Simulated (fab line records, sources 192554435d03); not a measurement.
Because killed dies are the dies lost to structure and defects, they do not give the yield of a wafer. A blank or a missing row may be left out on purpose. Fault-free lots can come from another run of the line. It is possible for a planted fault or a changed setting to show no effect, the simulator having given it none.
Chamber matching + flow n5 finfet + N5_GATE_CUT_HM_DEP_46 on pecvd-01: 3 sister chambers
The step deposits SiO2 from TEOS/O2, target thk 130 nm, time 26.6 s. 3 wafers are shown with their chamber, then 9 later ones without.

WAFERS PAIRED WITH THEIR CHAMBERS
| wafer  | chamber | throttle valve pct (%) |
|--------|---------|------------------------|
| L079.1 | 2       | 18.6                   |
| L081.5 | 1       | 20.8                   |
| L081.6 | 0       | 17.7                   |

WAFERS WHOSE CHAMBER IS MISSING
| wafer  | throttle valve pct (%) |
|--------|------------------------|
| L091.1 | 17.5                   |
| L091.3 | 20.4                   |
| L091.6 | 20.5                   |
| L092.1 | 18.7                   |
| L092.2 | 20.5                   |
| L092.6 | 20.7                   |
| L095.4 | 17.8                   |
| L095.5 | 18.1                   |
| L095.6 | 20.7                   |

CHAMBER TAKEN BY EACH
| wafer  | from the rows above     | in truth |
|--------|-------------------------|----------|
| L091.1 | 0                       | 0        |
| L091.3 | 1                       | 1        |
| L091.6 | 1                       | 1        |
| L092.1 | 2                       | 2        |
| L092.2 | 1                       | 1        |
| L092.6 | 1                       | 1        |
| L095.4 | 0                       | 0        |
| L095.5 | can't be placed: 0 or 2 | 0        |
| L095.6 | 1                       | 1        |
Correctly placed: 8 of 9. Not placeable from these rows: 1 (in 1, the candidates include the true chamber). 0 placed wrongly.
How it was worked out, from the rows above alone: a wafer's distance from a chamber is the root of the sum, over the readings, of the square of ((its reading less the chamber's mean) divided by the reading's scatter). The wafer belongs to the nearest chamber; if the next one is less than 2 further off, it can't be placed. Each chamber's mean is taken over the wafers shown for it. The scatter (one wafer shown for each chamber): square how far every hidden wafer sits from the nearest shown wafer, average those squares and take the square root.
